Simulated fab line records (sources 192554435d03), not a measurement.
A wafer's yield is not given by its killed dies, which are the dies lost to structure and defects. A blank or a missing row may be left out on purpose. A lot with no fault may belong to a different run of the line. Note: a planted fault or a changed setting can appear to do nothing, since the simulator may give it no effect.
Matching of chambers    flow n5_finfet    N5_HKMG_FIN_ETCH_31 on rie_diel-01 has 4 sister chambers
The step etches SiARC in CF4, target depth 45.5 nm, time 75.8 s. 4 wafers are shown with their chamber, then 11 later ones without.

WAFERS PAIRED WITH THEIR CHAMBERS
wafer   chamber  showerhead_plenum_p_Torr (Torr)
L082.3  0        2.09
L087.1  2        2.14
L087.6  3        2.12
L088.2  1        2.26

WAFERS WITHOUT THEIR CHAMBER
wafer   showerhead_plenum_p_Torr (Torr)
L088.5  2.14
L088.6  2.26
L089.1  2.09
L089.2  2.12
L089.4  2.14
L096.1  2.13
L096.2  2.08
L096.5  2.08
L097.4  2.12
L097.5  2.25
L097.6  2.08

EACH ONE'S CHAMBER
wafer   from the rows above      in truth
L088.5  2                        2
L088.6  1                        1
L089.1  0                        0
L089.2  3                        3
L089.4  2                        2
L096.1  can't be placed: 3 or 2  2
L096.2  0                        0
L096.5  0                        0
L097.4  3                        3
L097.5  1                        1
L097.6  0                        0
10 of 11 placed correctly. Unplaceable from these rows: 1, with the true chamber sitting among the candidates in 1. Wrongly placed: 0.
How it was worked out, from the rows above alone: a wafer's distance from a chamber is the root of the sum, over the readings, of the square of ((its reading less the chamber's mean) divided by the reading's scatter). If the next closest chamber is less than 2 further off than the closest, the wafer can't be placed; otherwise it belongs to the closest. Each chamber's mean is taken over the wafers shown for it. The scatter: with one shown wafer a chamber, the root of the mean of the squares of how far each hidden wafer lies from its nearest shown one.
